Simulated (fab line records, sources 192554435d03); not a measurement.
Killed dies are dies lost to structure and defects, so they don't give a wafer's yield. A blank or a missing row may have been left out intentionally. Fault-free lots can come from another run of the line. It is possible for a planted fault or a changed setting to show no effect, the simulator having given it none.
Split-lot trial	flow n5Finfet	7 lots, 39 wafers read, on a route of 1938 steps

## ON THE SPLIT
At N5_SD_EPI_N_EPI_21 (deposits Si:P, time 690 s), the setting epiGrowthTimeS was moved away from the recipe's 690 s on 18 of the 39 wafers read, by -10.9% to +10.3%. For the rest of the wafers, this setting stayed at what the recipe calls for.

## FROM THE SPLIT TO THE READING: what the file shows between them, 5 steps
- N5_SD_EPI_N_EPI_MEAS_23
- N5_SD_EPI_N_PRECLEAN_24: cleans in O3/DIW, time 60 s
- N5_SD_EPI_N_SRD_25: time 30 s
- N5_SD_EPI_P_HM_STRIP_48: strips SiNx in H3PO4, material SiNx, target depth 3 nm
- N5_SD_EPI_P_SRD_49: time 30 s

## THE READING
Si-P_of_SD_EPI_N_EPI_21.thkNm (the simulator's own value, which no gauge read), in nm, at N5_SD_EPI_P_PRECLEAN_24 (cleans in O3/DIW, time 45 s). The file does not state a usual value for it. Across the 21 wafers here that went through the recipe, the average is 58.2 nm and the standard deviation 0.4 nm.

wafer	tool, chamber at the split	epiGrowthTimeS as run, s	against the recipe	Si-P_of_SD_EPI_N_EPI_21.thkNm, nm	against lot-mates on the recipe
L074.1	epiRpcvd-04, 0	746.5	+8.2%	61.6	+3.3
L074.2	epiRpcvd-04, 0	690	recipe	58.6	-
L074.3	epiRpcvd-04, 0	690	recipe	58.4	-
L074.4	epiRpcvd-04, 0	690	recipe	58	-
L074.5	epiRpcvd-04, 0	746.5	+8.2%	62	+3.7
L074.6	epiRpcvd-04, 0	746.5	+8.2%	62.4	+4.1
L075.2	epiRpcvd-03, 0	690	recipe	58.8	-
L075.6	epiRpcvd-03, 0	690	recipe	58.8	-
L075.3	epiRpcvd-03, 0	690	recipe	58.2	-
L078.1	epiRpcvd-03, 0	728.7	+5.6%	61	+2.9
L078.3	epiRpcvd-03, 0	728.7	+5.6%	61	+2.9
L078.2	epiRpcvd-03, 0	690	recipe	57.8	-
L078.4	epiRpcvd-03, 0	728.7	+5.6%	60	+1.9
L078.5	epiRpcvd-03, 0	690	recipe	58	-
L078.6	epiRpcvd-03, 0	690	recipe	58.6	-
L082.1	epiRpcvd-03, 0	622.8	-9.7%	54.2	-4.0
L082.2	epiRpcvd-03, 0	622.8	-9.7%	53.8	-4.4
L082.3	epiRpcvd-03, 0	690	recipe	58.2	-
L082.5	epiRpcvd-03, 0	690	recipe	58.2	-
L082.6	epiRpcvd-03, 0	690	recipe	58.2	-
L082.4	epiRpcvd-03, 0	622.8	-9.7%	54	-4.2
L086.1	epiRpcvd-03, 0	690	recipe	57.8	-
L086.2	epiRpcvd-03, 0	690	recipe	57.4	-
L086.6	epiRpcvd-03, 0	690	recipe	57.4	-
L086.3	epiRpcvd-03, 0	760.9	+10.3%	61.8	+4.3
L086.4	epiRpcvd-03, 0	760.9	+10.3%	61.8	+4.3
L086.5	epiRpcvd-03, 0	760.9	+10.3%	62	+4.5
L088.1	epiRpcvd-03, 0	690	recipe	58.4	-
L088.2	epiRpcvd-03, 0	645.6	-6.4%	56	-2.2
L088.3	epiRpcvd-03, 0	645.6	-6.4%	55.8	-2.4
L088.6	epiRpcvd-03, 0	645.6	-6.4%	55.8	-2.4
L088.4	epiRpcvd-03, 0	690	recipe	58	-
L088.5	epiRpcvd-03, 0	690	recipe	58.2	-
L096.1	epiRpcvd-03, 0	615.1	-10.9%	54.2	-4.2
L096.2	epiRpcvd-03, 0	615.1	-10.9%	53.6	-4.8
L096.3	epiRpcvd-03, 0	615.1	-10.9%	53.6	-4.8
L096.4	epiRpcvd-03, 0	690	recipe	58.8	-
L096.5	epiRpcvd-03, 0	690	recipe	58	-
L096.6	epiRpcvd-03, 0	690	recipe	58.4	-

THE FIT
A straight line over all 39 wafers: Si-P_of_SD_EPI_N_EPI_21.thkNm changes by +0.407 nm for each +1% of epiGrowthTimeS; r = +0.99; the points scatter about the line by 0.42 nm.
The same after taking each lot's own level away (the mean of its wafers on the recipe; 39 wafers): +0.425 nm for each +1%; r = +0.99; scatter 0.29 nm.
According to that fit, moving epiGrowthTimeS by its largest amount changes the reading by 4.6 nm.
From 57.53 to 58.60 nm: that is the span of the lots' own levels, equal to 2.7 times the standard deviation above.
Hence the lot-to-lot level has little effect on the slope; both slopes agree.
Check: for one of the wafers moved furthest among these (-10.9%), held out of the fit, the line's prediction against its lot-mates is -4.61 nm. Against them it came out at -4.2 nm.

## THE WHOLE CHAIN: every reading that the file lists as answering this split, in the file's order
step	what it does	reading	change (the file's fit)	r (the file's)
N5_SD_EPI_N_EPI_21	deposits Si:P, time 690 s	Si-P_of_SD_EPI_N_EPI_21.thkNm (the simulator's own value, which no gauge read)	+0.432 nm for each +1% of the setting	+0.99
N5_SD_EPI_N_EPI_MEAS_23		thkNm	withheld for each +1% of the setting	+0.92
N5_SD_EPI_P_PRECLEAN_24	cleans in O3/DIW, time 45 s	Si-P_of_SD_EPI_N_EPI_21.thkNm (the simulator's own value, which no gauge read)	+0.425 nm for each +1% of the setting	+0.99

## FILE'S OWN FIT
Si-P_of_SD_EPI_N_EPI_21.thkNm changes by +0.425 nm for each +1% of epiGrowthTimeS, r = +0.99.
